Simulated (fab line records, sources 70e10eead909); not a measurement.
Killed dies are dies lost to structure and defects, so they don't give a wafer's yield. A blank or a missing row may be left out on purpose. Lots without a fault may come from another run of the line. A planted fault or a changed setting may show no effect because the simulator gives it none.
fab line records | flow nand_harc
record lots=24 wafers=72 last_day=25
route steps=1159 shown A_ONON_D1@443 A_CHANNEL_HOLE_D1@483 A_CHANNEL_FILL_D1@496
lots that met no fault: from a run of the same line without faults
start_h: hours from the record's first day to the start of the lot's first wafer shown | wait_h: hours since the lot's step before | " the same as in the row above | L1.1+2: a row that stands for several wafers | - no value, or no start given | * or withheld: withheld | < > ~ a bound
route shown NAME@n: a module of which the file shows steps, and the number in the route of the first | usual: mean/standard deviation of fault-free wafers | same: alike in all rows | chamber/n: place in a boat | sites: the reading at each site | _std_site: their standard deviation | _edge_site: outer sites' mean less inner sites' | radius_mm: how far each site lies from the wafer's centre | mask NAME#n: copy n | behind: the tool/chamber that last shaped the wafer | hold: why the lot was held/for how many hours/how that ended | device: the transistor (n, p or np) that didn't switch | end of line: the same wafers' tests at the end of the route | a step without rows: its recipe alone | killed: dies lost to structure and defects at the first sort, not the wafer's yield | map: a wafer's dies, x killed, . not, _ none there
set.NAME: the setting as run; set.NAME@STEP: as run at that earlier step | model.NAME: the simulator's own value behind a step, which no gauge read
steps of the route over a sample of lots; a table a step, a row a wafer
services: from which hour (start_h, from the record's first day; less than 0 if before it) a tool's chamber was out of use, for how many hours, and why
## steps
# step NHARC_A_ONON_D1_THK_MEAS_27
# recipe thk_meas_gauge=ellipsometry
# usual thk_nm=995/7.3
# columns lot.wafer tool chamber start_h wait_h thk_nm
L074.3 film_metro-02 - 172.16 - 1003
L074.4 " - " " 1003
L074.5 " - " " 1004
L077.1 film_metro-01 - 182.22 - 982
L077.2 " - " " 983
L077.6 " - " " 981
L075.1 film_metro-02 - 182.22 - 998
L075.4 " - " " 1000
L075.5 " - " " 999
L076.2 film_metro-01 - 182.24 - 998
L076.4 " - " " 999
L076.6 " - " " 999
L079.1 film_metro-01 - 193.71 - 1007
L079.2 " - " " 1003
L079.5 " - " " 1004
L078.3 film_metro-02 - 193.75 - 1005
L078.4 " - " " 1004
L078.6 " - " " 1004
L080.3 film_metro-02 - 201.58 - 997
L080.4 " - " " 998
L080.5 " - " " 999
L081.4 film_metro-01 - 201.58 - 995
L081.5 " - " " 994
L081.6 " - " " 994
L082.1 film_metro-01 - 216.80 - 990
L082.2 " - " " 991
L082.4 " - " " 992
L083.2 film_metro-01 - 216.82 - 996
L083.3 " - " " 996
L083.5 " - " " 997
L084.1 film_metro-01 - 238.74 - 1004
L084.4 " - " " 1003
L084.5 " - " " 1004
L085.1 film_metro-02 - 238.81 - 986
L085.2 " - " " 985
L085.4 " - " " 987
L087.2 film_metro-02 - 250.66 - 986
L087.4 " - " " 984
L087.5 " - " " 985
L088.2 film_metro-01 - 250.78 - 1001
L088.4 " - " " 1002
L088.5 " - " " 1000
L086.1 film_metro-01 - 251.01 - 993
L086.2 " - " " 994
L086.4 " - " " 992
L089.1 film_metro-02 - 258.72 - 993
L089.3 " - " " 993
L089.4 " - " " 994
L090.1 film_metro-02 - 258.95 - 1001
L090.3 " - " " 1003
L090.6 " - " " 1001
L092.3 film_metro-02 - 265.74 - 984
L092.4 " - " " 984
L092.6 " - " " 985
L091.2 film_metro-01 - 265.74 - 1004
L091.3 " - " " 1003
L091.4 " - " " 1004
L094.2 film_metro-02 - 276.97 - 987
L094.3 " - " " 986
L094.4 " - " " 987
L093.1 film_metro-01 - 277.00 - 983
L093.3 " - " " 984
L093.6 " - " " 985
L095.1 film_metro-02 - 292.39 - 993
L095.2 " - " " 995
L095.4 " - " " 994
L097.1 film_metro-01 - 299.35 - 1000
L097.4 " - " " 1002
L097.6 " - " " 1003
L096.1 film_metro-02 - 307.06 - 990
L096.3 " - " " 991
L096.5 " - " " 990
# step NHARC_A_CHANNEL_HOLE_D1_ETCH_44
# recipe target_depth_a=1400 overetch_a=140 time_s=77 ion_energy_ev=100 cf4_flow_sccm=80 o2_flow_sccm=20 ar_flow_sccm=0 rf_w=300 bias_w=100 chemistry=CF4/O2
# usual drypump_motor_current_A=5.7/0.5 oes_product_au=1.000/0.012 rf_fwd_power_W=297.7/1.1 rf_vpp_V=198.2/1.3 showerhead_plenum_p_Torr=1.36/0.052 throttle_valve_pct=13.397/0.0088
# columns lot.wafer tool chamber start_h wait_h drypump_motor_current_A oes_product_au rf_fwd_power_W rf_hours_counter_h rf_vpp_V showerhead_plenum_p_Torr throttle_valve_pct
L074.3 rie_diel-05 0 182.73 0.1 5.8 1.005 297.0 0 198.4 1.35 13.396
L074.4 " 2 " " 5.4 1.005 297.7 - 197.5 1.36 13.394
L074.5 " 3 " " 5.8 1.017 297.5 - 198.4 1.34 13.396
L077.1 rie_diel-08 2 192.80 0.1 6.3 1.011 298.5 5 198.3 1.35 13.381
L077.2 " 1 " " 6.3 0.993 298.1 5 198.9 1.42 13.389
L077.6 " 2 " " 6.3 0.997 298.4 - 197.5 1.35 13.404
L075.1 rie_diel-05 2 193.40 0.0 5.4 1.008 297.2 1 199.5 1.36 13.414
L075.4 " 3 " " 5.8 1.026 298.5 1 198.6 1.34 13.384
L075.5 " 2 " " 5.5 1.004 297.3 - 198.2 1.36 13.400
L076.2 rie_diel-08 0 196.95 0.1 6.1 0.999 296.6 4 199.6 1.38 13.400
L076.4 " 3 " " 6.3 1.017 295.6 5 200.0 1.42 13.393
L076.6 " 1 " " 6.3 0.988 297.5 - 200.4 1.42 13.405
L079.1 rie_diel-08 2 204.50 0.1 6.3 0.999 299.0 6 197.8 1.35 13.408
L079.2 " 1 " " 6.3 0.992 297.7 6 200.8 1.42 13.379
L079.5 " 3 " " 6.3 1.015 295.9 - 199.1 1.42 13.399
L078.4 rie_diel-05 2 205.08 0.1 5.4 0.997 298.7 2 197.2 1.36 13.390
L078.3 " 0 " " 5.8 1.003 297.6 2 197.4 1.34 13.386
L078.6 " 1 " " 5.1 0.988 299.6 - 198.5 1.37 13.409
L081.4 rie_diel-03 3 212.90 0.1 4.8 0.985 297.0 12 197.5 1.29 13.405
L081.5 " 0 " " 5.2 1.000 295.8 - 196.2 1.33 13.396
L081.6 " 1 " " 5.8 0.994 296.3 - 199.2 1.41 13.401
L080.4 rie_diel-08 2 213.09 0.1 6.3 0.994 297.3 7 198.4 1.35 13.384
L080.3 " 1 " " 6.3 0.997 297.7 7 199.6 1.42 13.403
L080.5 " 3 " " 6.3 1.007 297.9 - 200.2 1.42 13.400
L082.1 rie_diel-05 0 227.14 0.1 5.8 1.006 299.3 4 198.2 1.34 13.384
L082.2 " 1 " " 5.1 1.008 299.9 4 198.0 1.37 13.376
L082.4 " 3 " " 5.8 1.026 299.0 4 198.7 1.34 13.406
L083.2 rie_diel-08 3 228.02 0.1 6.2 1.011 296.4 7 199.8 1.42 13.375
L083.3 " 0 " " 6.1 0.993 296.6 6 197.6 1.38 13.395
L083.5 " 3 " " 6.3 1.010 296.3 - 200.1 1.42 13.403
L085.4 rie_diel-08 3 248.81 0.1 6.3 1.012 295.8 9 200.0 1.42 13.396
L085.2 " 0 " " 6.1 1.010 297.4 7 198.9 1.38 13.409
L085.1 " 2 " " 6.3 0.989 297.0 9 198.6 1.35 13.402
L084.4 rie_diel-03 2 249.12 0.5 5.4 1.006 301.2 2 194.9 1.24 13.405
L084.1 " 1 " " 5.9 0.988 298.3 1 198.8 1.40 13.400
L084.5 " 2 " " 5.4 0.992 298.9 - 196.3 1.24 13.388
L087.2 rie_diel-08 1 260.60 0.1 6.3 0.981 296.5 9 198.9 1.42 13.394
L087.4 " 3 " " 6.3 1.016 297.2 9 199.3 1.41 13.391
L087.5 " 1 " " 6.3 0.981 296.6 - 199.1 1.42 13.397
L088.2 rie_diel-05 2 260.78 0.1 5.4 0.985 297.4 6 198.5 1.36 13.411
L088.4 " 0 " " 5.8 0.976 298.5 6 197.0 1.34 13.397
L088.5 " 3 " " 5.8 1.009 298.0 - 198.1 1.34 13.387
L086.4 rie_diel-08 3 264.76 0.1 6.3 1.009 295.7 9 199.7 1.42 13.400
L086.1 " 0 " " 6.1 1.009 296.2 9 199.7 1.38 13.403
L086.2 " 2 " " 6.3 0.986 296.0 10 197.6 1.35 13.398
L089.3 rie_diel-03 1 270.63 0.0 5.8 0.995 298.1 4 198.0 1.40 13.408
L089.4 " 2 " " 5.4 1.014 298.8 4 196.3 1.24 13.388
L089.1 " 0 " " 5.2 1.004 296.4 4 199.9 1.33 13.387
L090.1 rie_diel-03 3 272.53 0.0 4.8 0.981 296.8 5 196.0 1.29 13.380
L090.3 " 1 " " 5.8 0.988 298.7 4 199.3 1.40 13.386
L090.6 " 0 " " 5.2 1.005 297.9 - 197.9 1.33 13.403
L092.4 rie_diel-05 1 276.69 0.1 5.1 1.009 299.9 7 199.2 1.37 13.402
L092.3 " 0 " " 5.8 1.008 296.2 7 197.8 1.34 13.376
L092.6 " 1 " " 5.1 1.011 299.8 - 198.9 1.37 13.393
L091.4 rie_diel-08 0 277.15 0.1 6.1 0.993 298.0 10 198.5 1.38 13.394
L091.3 " 1 " " 6.3 0.978 297.0 11 199.0 1.42 13.391
L091.2 " 2 " " 6.3 0.982 297.9 11 197.6 1.35 13.396
L094.3 rie_diel-08 0 286.98 0.0 6.1 1.009 299.1 11 200.4 1.38 13.386
L094.2 " 1 " " 6.3 0.981 296.8 12 200.8 1.42 13.391
L094.4 " 2 " " 6.3 0.987 297.1 12 198.7 1.35 13.400
L093.3 rie_diel-03 2 287.78 0.1 5.4 1.010 297.0 6 198.3 1.24 13.388
L093.1 " 3 " " 4.8 0.990 298.3 6 196.9 1.29 13.381
L093.6 " 2 " " 5.4 1.006 298.6 - 195.1 1.24 13.402
L095.1 rie_diel-03 2 302.99 0.1 5.4 0.992 299.3 7 196.3 1.24 13.386
L095.4 " 3 " " 4.8 0.975 298.6 7 198.1 1.29 13.376
L095.2 " 0 " " 5.2 0.993 297.0 7 197.0 1.33 13.394
L097.4 rie_diel-03 3 310.02 0.1 4.8 0.987 297.1 7 197.3 1.29 13.395
L097.1 " 0 " " 5.2 1.015 296.6 7 197.7 1.33 13.412
L097.6 " 3 " " 4.8 0.990 295.7 - 197.7 1.29 13.400
L096.1 rie_diel-03 3 317.32 0.1 4.8 0.984 297.7 7 195.8 1.29 13.396
L096.3 " 2 " " 5.4 0.996 297.0 7 196.4 1.24 13.391
L096.5 " 3 " " 4.8 0.995 297.0 - 196.8 1.29 13.398
# step NHARC_A_CHANNEL_HOLE_D1_CD_MEAS_30
# usual cd_nm=89.8/1.2
# columns lot.wafer tool chamber start_h wait_h cd_nm
L074.3 cd_sem-02 - 183.68 - 90.0
L074.4 " - " " 91.9
L074.5 " - " " 89.3
L077.1 cd_sem-03 - 193.59 - 88.2
L077.2 " - " " 87.6
L077.6 " - " " 88.6
L075.1 cd_sem-02 - 194.21 - 91.1
L075.4 " - " " 91.0
L075.5 " - " " 92.9
L076.2 cd_sem-02 - 197.75 - 89.5
L076.4 " - " " 88.7
L076.6 " - " " 87.7
L079.1 cd_sem-01 - 205.29 - 87.7
L079.2 " - " " 87.7
L079.5 " - " " 88.7
L078.3 cd_sem-01 - 205.88 - 90.8
L078.4 " - " " 92.0
L078.6 " - " " 92.1
L081.4 cd_sem-01 - 213.68 - 89.2
L081.5 " - " " 90.3
L081.6 " - " " 90.1
L080.3 cd_sem-02 - 213.90 - 87.2
L080.4 " - " " 88.2
L080.5 " - " " 89.0
L082.1 cd_sem-01 - 227.94 - 90.0
L082.2 " - " " 90.0
L082.4 " - " " 87.9
L083.2 cd_sem-03 - 228.84 - 90.0
L083.3 " - " " 90.2
L083.5 " - " " 90.0
L085.1 cd_sem-03 - 249.60 - 88.6
L085.2 " - " " 90.1
L085.4 " - " " 88.6
L084.1 cd_sem-02 - 249.92 - 89.0
L084.4 " - " " 91.0
L084.5 " - " " 90.9
L087.2 cd_sem-01 - 261.40 - 88.6
L087.4 " - " " 89.6
L087.5 " - " " 88.2
L088.2 cd_sem-03 - 261.57 - 89.9
L088.4 " - " " 91.0
L088.5 " - " " 91.5
L086.1 cd_sem-02 - 265.56 - 89.1
L086.2 " - " " 87.8
L086.4 " - " " 88.6
L089.1 cd_sem-02 - 271.43 - 87.5
L089.3 " - " " 88.9
L089.4 " - " " 87.9
L090.1 cd_sem-02 - 273.33 - 92.3
L090.3 " - " " 89.8
L090.6 " - " " 91.2
L092.3 cd_sem-03 - 277.50 - 91.9
L092.4 " - " " 91.1
L092.6 " - " " 90.4
L091.2 cd_sem-01 - 277.95 - 88.8
L091.3 " - " " 89.4
L091.4 " - " " 90.1
L094.2 cd_sem-03 - 287.77 - 88.0
L094.3 " - " " 88.1
L094.4 " - " " 88.4
L093.1 cd_sem-03 - 288.58 - 91.3
L093.3 " - " " 90.6
L093.6 " - " " 91.4
L095.1 cd_sem-01 - 303.78 - 90.1
L095.2 " - " " 87.9
L095.4 " - " " 90.1
L097.1 cd_sem-02 - 310.82 - 89.3
L097.4 " - " " 88.9
L097.6 " - " " 91.5
L096.1 cd_sem-03 - 318.11 - 90.0
L096.3 " - " " 89.3
L096.5 " - " " 89.1
# step NHARC_A_CHANNEL_FILL_D1_ALD_16
# recipe target_thk_a=15 pulse_time_s=10 ald_cycles=15 temp_c=300 material=SiO2
# usual heater_power_w=444/33 precursor_pulse_height_rel=0.997/0.019
# columns lot.wafer tool chamber start_h wait_h heater_power_w precursor_pulse_height_rel
L074.4 ald_hk-04 3 196.88 0.1 401 0.980
L074.3 " 0 " " 466 1.020
L074.5 " 2 " " 426 0.989
L075.4 ald_hk-02 0 206.17 0.1 460 1.028
L075.1 " 2 " " 423 1.010
L075.5 " 0 " " 460 1.016
L077.1 ald_hk-04 2 206.17 0.1 418 1.003
L077.2 " 0 " " 470 1.013
L077.6 " 3 " " 414 0.995
L076.2 ald_hk-02 3 210.41 0.1 440 0.997
L076.4 " 0 " " 467 0.958
L076.6 " 2 " " 423 0.968
L079.2 ald_hk-01 2 217.88 0.0 463 0.994
L079.1 " 3 " " 426 1.009
L079.5 " 2 " " 451 0.974
L078.4 ald_hk-02 0 217.99 0.2 463 1.007
L078.3 " 1 " " 461 1.001
L078.6 " 2 " " 427 1.012
L081.4 ald_hk-04 0 226.36 0.1 456 0.978
L081.6 " 2 " " 419 1.009
L081.5 " 3 " " 401 0.980
L080.4 ald_hk-01 0 226.36 0.1 512 0.997
L080.3 " 1 " " 399 1.033
L080.5 " 2 " " 467 1.005
L082.4 ald_hk-01 3 243.63 2.4 413 1.027
L082.1 " 1 " " 409 0.983
L082.2 " 2 " " 444 1.024
L083.3 ald_hk-04 3 243.80 2.6 408 0.994
L083.2 " 1 " " 484 1.010
L083.5 " 3 " " 402 0.959
L085.2 ald_hk-01 2 262.22 0.1 457 1.053
L085.4 " 0 " " 504 0.994
L085.1 " 1 " " 415 0.989
L084.4 ald_hk-02 0 262.35 0.2 474 0.991
L084.1 " 2 " " 439 0.997
L084.5 " 0 " " 473 0.996
L087.2 ald_hk-04 2 273.98 0.0 419 1.007
L087.4 " 0 " " 459 0.978
L087.5 " 3 " " 433 0.960
L088.2 ald_hk-04 0 274.17 0.2 474 0.981
L088.4 " 2 " " 410 0.982
L088.5 " 3 " " 400 0.994
L086.2 ald_hk-01 1 279.07 0.3 416 0.992
L086.4 " 2 " " 451 1.004
L086.1 " 3 " " 412 0.982
L089.3 ald_hk-01 2 284.05 0.1 453 1.013
L089.1 " 0 " " 511 0.990
L089.4 " 1 " " 415 1.000
L090.3 ald_hk-01 3 284.26 0.4 412 0.986
L090.1 " 0 " " 509 1.029
L090.6 " 1 " " 406 1.008
L092.3 ald_hk-01 3 291.57 1.6 417 0.967
L092.4 " 0 " " 504 1.005
L092.6 " 3 " " 400 0.976
L091.4 ald_hk-01 0 291.71 1.7 498 1.012
L091.3 " 1 " " 418 0.994
L091.2 " 2 " " 456 0.985
L094.2 ald_hk-01 3 303.62 0.4 415 0.997
L094.4 " 0 " " 487 1.007
L094.3 " 1 " " 422 1.015
L093.3 ald_hk-01 3 303.76 0.6 418 0.992
L093.1 " 0 " " 497 1.015
L093.6 " 3 " " 410 1.000
L095.4 ald_hk-04 0 316.36 0.0 468 0.991
L095.2 " 2 " " 424 1.028
L095.1 " 3 " " 416 0.994
L097.1 ald_hk-01 2 324.29 0.1 456 0.986
L097.4 " 3 " " 410 0.990
L097.6 " 1 " " 403 1.005
L096.1 ald_hk-01 0 332.58 1.3 502 0.954
L096.3 " 1 " " 412 1.009
L096.5 " 3 " " 408 1.014
# step NHARC_A_CHANNEL_FILL_D1_ETCHBACK_19
# recipe target_depth_a=50 time_s=1.7 hbr_flow_sccm=150 cl2_flow_sccm=50 rf_w=400 icp_w=400 bias_w=100 chemistry=HBr/Cl2
# usual drypump_motor_current_A=6.1/0.42 oes_product_au=1.004/0.008 rf_fwd_power_W=389.9/1.1 throttle_valve_pct=26.405/0.0093
# columns lot.wafer tool chamber start_h wait_h drypump_motor_current_A oes_product_au rf_fwd_power_W rf_hours_counter_h throttle_valve_pct
L074.3 rie_si-06 0 208.63 0.4 6.2 1.003 388.4 0.1 26.400
L074.4 " 1 " " 6.5 0.981 389.7 0.1 26.420
L074.5 " 2 " " 6.5 1.005 390.3 - 26.391
L075.1 rie_si-01 0 217.92 0.4 6.1 0.998 391.0 0.8 26.400
L075.4 " 2 " " 4.7 1.002 390.4 0.9 26.403
L075.5 " 0 " " 6.1 1.004 390.2 - 26.396
L077.2 rie_si-06 3 217.96 0.4 6.0 1.015 388.8 0.2 26.412
L077.1 " 0 " " 6.2 1.019 389.3 0.2 26.401
L077.6 " 3 " " 6.0 1.009 391.4 - 26.390
L076.4 rie_si-02 1 222.02 0.4 6.5 1.004 387.7 0 26.394
L076.2 " 0 " " 5.9 1.009 389.2 0 26.395
L076.6 " 1 " " 6.6 1.010 388.8 - 26.409
L079.1 rie_si-06 1 229.68 0.4 6.5 0.994 392.2 0.3 26.424
L079.2 " 2 " " 6.5 1.002 391.8 0.2 26.394
L079.5 " 0 " " 6.1 0.995 392.2 - 26.410
L078.4 rie_si-01 3 229.68 0.4 5.7 0.997 390.9 1.0 26.404
L078.3 " 0 " " 6.1 1.002 388.3 0.9 26.416
L078.6 " 2 " " 4.7 1.010 390.3 - 26.391
L080.3 rie_si-06 0 238.37 0.4 6.2 1.000 391.2 0.4 26.406
L080.4 " 1 " " 6.6 1.008 389.6 0.4 26.393
L080.5 " 0 " " 6.2 1.009 389.1 - 26.424
L081.5 rie_si-02 0 238.42 0.4 5.8 1.012 389.7 - 26.401
L081.4 " 1 " " 6.6 1.001 387.9 - 26.421
L081.6 " 3 " " 5.8 1.005 391.6 - 26.402
L082.4 rie_si-02 3 255.38 0.4 5.8 0.999 389.6 0.3 26.402
L082.1 " 1 " " 6.6 1.014 390.3 0.3 26.405
L082.2 " 2 " " 5.9 1.010 388.9 0.2 26.405
L083.3 rie_si-06 1 255.39 0.4 6.6 0.994 390.4 0.5 26.393
L083.2 " 3 " " 6.0 1.017 388.9 0.6 26.398
L083.5 " 0 " " 6.2 1.006 389.4 - 26.395
L085.4 rie_si-01 1 274.05 0.4 6.4 1.004 389.1 1.3 26.400
L085.1 " 3 " " 5.7 0.989 392.2 1.4 26.399
L085.2 " 0 " " 6.1 1.003 388.5 1.3 26.396
L084.1 rie_si-06 2 274.08 0.4 6.5 0.998 388.9 0.6 26.390
L084.4 " 3 " " 6.0 1.008 391.2 0.7 26.411
L084.5 " 0 " " 6.2 1.005 389.3 - 26.413
L087.2 rie_si-02 3 285.55 0.4 5.8 0.996 388.3 0.6 26.412
L087.4 " 1 " " 6.5 1.001 389.1 0.6 26.408
L087.5 " 0 " " 5.9 1.013 390.7 - 26.407
L088.4 rie_si-06 3 285.55 0.4 6.0 1.013 390.9 0.8 26.394
L088.2 " 1 " " 6.5 0.997 392.2 0.8 26.398
L088.5 " 0 " " 6.2 1.009 390.5 - 26.403
L086.2 rie_si-02 3 290.78 0.4 5.8 1.001 389.7 0.6 26.427
L086.4 " 1 " " 6.6 1.006 391.7 0.6 26.397
L086.1 " 2 " " 5.9 0.998 390.3 0.5 26.415
L089.4 rie_si-06 2 295.65 0.4 6.5 0.995 391.7 0.8 26.403
L089.1 " 3 " " 6.0 1.003 390.8 0.9 26.384
L089.3 " 1 " " 6.6 1.002 388.2 0.9 26.408
L090.1 rie_si-01 0 295.68 0.4 6.1 0.999 390.5 1.6 26.417
L090.3 " 1 " " 6.4 1.010 391.5 1.5 26.417
L090.6 " 2 " " 4.7 1.002 390.4 - 26.405
L092.3 rie_si-06 2 303.33 0.4 6.5 1.016 391.2 0.9 26.396
L092.4 " 2 " " 6.5 1.000 388.5 - 26.396
L092.6 " 3 " " 6.0 1.014 390.0 - 26.415
L091.4 rie_si-02 3 303.34 0.4 5.8 1.012 391.2 0.8 26.412
L091.3 " 0 " " 5.8 1.006 388.7 0.7 26.399
L091.2 " 1 " " 6.5 1.005 391.0 0.7 26.398
L093.1 rie_si-02 1 315.37 0.4 6.6 0.996 388.9 0.8 26.401
L093.3 " 2 " " 5.9 0.999 390.7 0.8 26.397
L093.6 " 0 " " 5.8 1.003 389.0 - 26.388
L094.3 rie_si-06 2 315.38 0.4 6.5 1.001 389.5 1.1 26.412
L094.2 " 3 " " 6.0 0.999 390.4 1.2 26.414
L094.4 " 3 " " 6.0 1.000 391.6 - 26.415
L095.2 rie_si-02 2 328.44 0.4 5.9 0.992 388.5 0.9 26.401
L095.4 " 3 " " 5.8 1.003 390.9 1.0 26.411
L095.1 " 1 " " 6.6 1.004 389.9 1.0 26.429
L097.1 rie_si-06 0 336.01 0.4 6.2 1.012 386.9 1.5 26.403
L097.4 " 1 " " 6.6 0.986 388.3 1.1 26.395
L097.6 " 3 " " 6.0 1.006 389.4 - 26.404
L096.3 rie_si-06 0 344.39 0.4 6.2 1.004 392.1 1.5 26.405
L096.1 " 1 " " 6.5 0.991 389.0 1.1 26.410
L096.5 " 2 " " 6.5 0.998 390.2 - 26.387
# step NHARC_A_CHANNEL_FILL_D1_STRIP_28
# recipe time_s=20 o2_flow_sccm=500 ar_flow_sccm=0 bias_w=0 chemistry=O2
# usual drypump_motor_current_A=5.7/0.51 oes_product_au=1.003/0.012 rf_vpp_V=57.7/0.88 showerhead_plenum_p_Torr=3.46/0.11 throttle_valve_pct=17.035/0.0082
# columns lot.wafer tool chamber start_h wait_h drypump_motor_current_A oes_product_au rf_hours_counter_h rf_vpp_V showerhead_plenum_p_Torr throttle_valve_pct
L074.4 rie_diel-09 2 208.82 0.1 5.6 0.992 4 58.3 3.57 17.049
L074.3 " 1 " " 5.3 1.001 5 57.5 3.34 17.036
L074.5 " 2 " " 5.6 0.997 - 57.8 3.57 17.041
L075.1 rie_diel-09 2 218.17 0.1 5.6 1.002 4 57.6 3.57 17.028
L075.5 " 0 " " 5.6 1.022 - 59.3 3.42 17.042
L075.4 " 3 " " 5.1 1.003 - 56.7 3.35 17.041
L077.2 rie_diel-11 3 218.17 0.1 6.3 1.010 1 55.4 3.39 17.042
L077.1 " 0 " " 6.6 1.007 1 57.3 3.69 17.039
L077.6 " 3 " " 6.3 1.006 - 57.2 3.39 17.049
L076.2 rie_diel-11 3 222.24 0.1 6.3 1.007 1 56.9 3.39 17.033
L076.4 " 1 " " 6.0 0.999 1 57.0 3.46 17.031
L076.6 " 3 " " 6.3 1.015 - 59.2 3.39 17.029
L079.2 rie_diel-09 2 229.88 0.1 5.6 1.001 5 58.4 3.57 17.012
L079.1 " 3 " " 5.1 0.990 6 58.0 3.35 17.042
L079.5 " 2 " " 5.6 1.005 - 57.1 3.57 17.049
L078.3 rie_diel-11 2 229.88 0.1 5.9 0.989 1 59.4 3.39 17.042
L078.4 " 3 " " 6.3 1.021 1 57.3 3.39 17.021
L078.6 " 1 " " 6.0 1.015 - 57.6 3.46 17.039
L080.3 rie_diel-09 0 238.59 0.1 5.6 1.017 6 57.1 3.42 17.042
L080.4 " 3 " " 5.0 0.993 6 57.6 3.35 17.037
L080.5 " 0 " " 5.6 1.011 - 59.1 3.42 17.034
L081.5 rie_diel-11 1 238.64 0.0 6.0 1.004 - 58.3 3.46 17.040
L081.6 " 2 " " 5.9 0.987 - 57.2 3.39 17.043
L081.4 " 3 " " 6.3 1.012 - 57.2 3.39 17.037
L083.3 rie_diel-11 3 255.60 0.1 6.3 1.005 2 57.7 3.39 17.061
L083.2 " 2 " " 5.9 0.992 1 58.0 3.39 17.030
L083.5 " 3 " " 6.3 1.002 - 57.6 3.39 17.024
L082.2 rie_diel-12 2 255.60 0.1 5.1 1.022 9 56.7 3.47 17.026
L082.4 " 3 " " 6.2 1.000 9 56.8 3.39 17.040
L082.1 " 0 " " 5.5 1.022 6 58.8 3.52 17.031
L084.1 rie_diel-12 1 274.27 0.1 4.7 0.991 13 59.1 3.70 17.029
L084.4 " 3 " " 6.2 1.005 13 57.2 3.39 17.039
L084.5 " 2 " " 5.2 1.029 - 59.1 3.47 17.045
L085.1 rie_diel-11 1 274.27 0.1 6.0 1.002 2 57.6 3.46 17.041
L085.2 " 2 " " 5.9 0.991 2 57.8 3.38 17.028
L085.4 " 0 " " 6.6 0.999 2 58.1 3.69 17.039
L087.2 rie_diel-11 3 285.77 0.1 6.3 0.992 2 57.4 3.39 17.040
L087.4 " 1 " " 6.0 0.997 2 57.0 3.46 17.032
L087.5 " 0 " " 6.6 0.997 - 57.0 3.69 17.030
L088.2 rie_diel-09 2 285.78 0.1 5.6 1.018 0 57.0 3.57 17.034
L088.4 " 3 " " 5.0 1.002 1 56.5 3.35 17.026
L088.5 " 0 " " 5.6 1.010 - 58.9 3.42 17.032
L086.2 rie_diel-09 3 291.00 0.1 5.1 0.988 1 56.5 3.35 17.038
L086.1 " 0 " " 5.6 1.016 1 57.7 3.42 17.033
L086.4 " 1 " " 5.3 0.978 0 57.4 3.34 17.031
L089.1 rie_diel-11 0 295.87 0.1 6.7 1.014 2 59.3 3.69 17.031
L089.3 " 1 " " 6.0 1.005 3 56.4 3.46 17.044
L089.4 " 2 " " 5.9 0.991 2 56.7 3.39 17.026
L090.1 rie_diel-09 0 295.88 0.1 5.6 1.005 1 57.6 3.42 17.036
L090.3 " 2 " " 5.6 1.001 1 58.6 3.57 17.031
L090.6 " 0 " " 5.6 1.024 - 57.8 3.42 17.010
L091.3 rie_diel-09 3 303.55 0.1 5.1 0.997 1 56.4 3.35 17.055
L091.4 " 0 " " 5.6 1.010 1 58.9 3.42 17.032
L091.2 " 1 " " 5.3 0.984 1 58.3 3.34 17.023
L092.4 rie_diel-11 2 303.58 0.1 5.9 0.998 3 58.8 3.39 17.026
L092.3 " 0 " " 6.6 1.010 3 58.0 3.69 17.027
L092.6 " 1 " " 6.0 1.019 - 56.6 3.46 17.038
L093.3 rie_diel-11 3 315.59 0.1 6.3 1.007 3 56.5 3.39 17.038
L093.1 " 0 " " 6.6 1.019 3 60.0 3.69 17.029
L093.6 " 2 " " 5.9 0.998 - 56.4 3.38 17.035
L094.3 rie_diel-09 0 315.63 0.1 5.6 1.008 1 57.0 3.42 17.039
L094.2 " 2 " " 5.6 1.008 2 57.2 3.57 17.038
L094.4 " 3 " " 5.1 0.990 2 58.1 3.34 17.041
L095.1 rie_diel-09 3 328.66 0.1 5.1 0.990 2 56.4 3.34 17.022
L095.4 " 1 " " 5.3 0.979 2 57.5 3.34 17.032
L095.2 " 2 " " 5.6 1.011 2 57.2 3.57 17.024
L097.4 rie_diel-12 1 336.21 0.1 4.7 1.013 21 58.4 3.70 17.040
L097.1 " 2 " " 5.2 1.014 29 58.1 3.46 17.029
L097.6 " 1 " " 4.7 1.005 - 59.2 3.70 17.031
L096.3 rie_diel-09 1 344.59 0.1 5.3 0.979 3 57.9 3.34 17.043
L096.1 " 2 " " 5.6 1.014 3 58.0 3.57 17.030
L096.5 " 0 " " 5.6 1.013 - 57.9 3.42 17.023
## services
# columns tool chamber start_h hours kind
rie_diel-09 2 161.96 8.5 repair
rie_diel-09 2 170.48 10.0 repair
rie_si-02 - 177.86 0.2 repair
rie_si-06 - 183.00 9.0 pm
ald_hk-04 - 186.61 10.0 pm
rie_diel-11 - 189.50 9.0 pm
rie_si-06 3 193.94 4.9 repair
rie_si-02 - 211.00 9.0 pm
rie_diel-03 - 215.62 9.0 pm
rie_diel-09 1 216.04 13.2 repair
rie_diel-11 0 236.41 9.4 repair
rie_si-02 2 236.80 6.9 repair
rie_diel-09 1 240.65 5.4 repair
rie_diel-11 - 247.68 3.4 repair
rie_diel-09 - 254.10 9.0 pm
rie_diel-08 2 267.81 1.6 repair
rie_diel-03 3 273.22 7.1 repair
rie_diel-03 1 281.00 6.0 repair
rie_diel-08 - 288.33 0.1 repair
rie_diel-03 3 297.26 2.5 repair
rie_diel-08 - 299.84 0.4 repair
rie_si-06 1 301.38 23.4 repair
rie_diel-08 - 301.80 9.0 pm
rie_diel-09 0 337.46 6.1 repair
## key
fault none
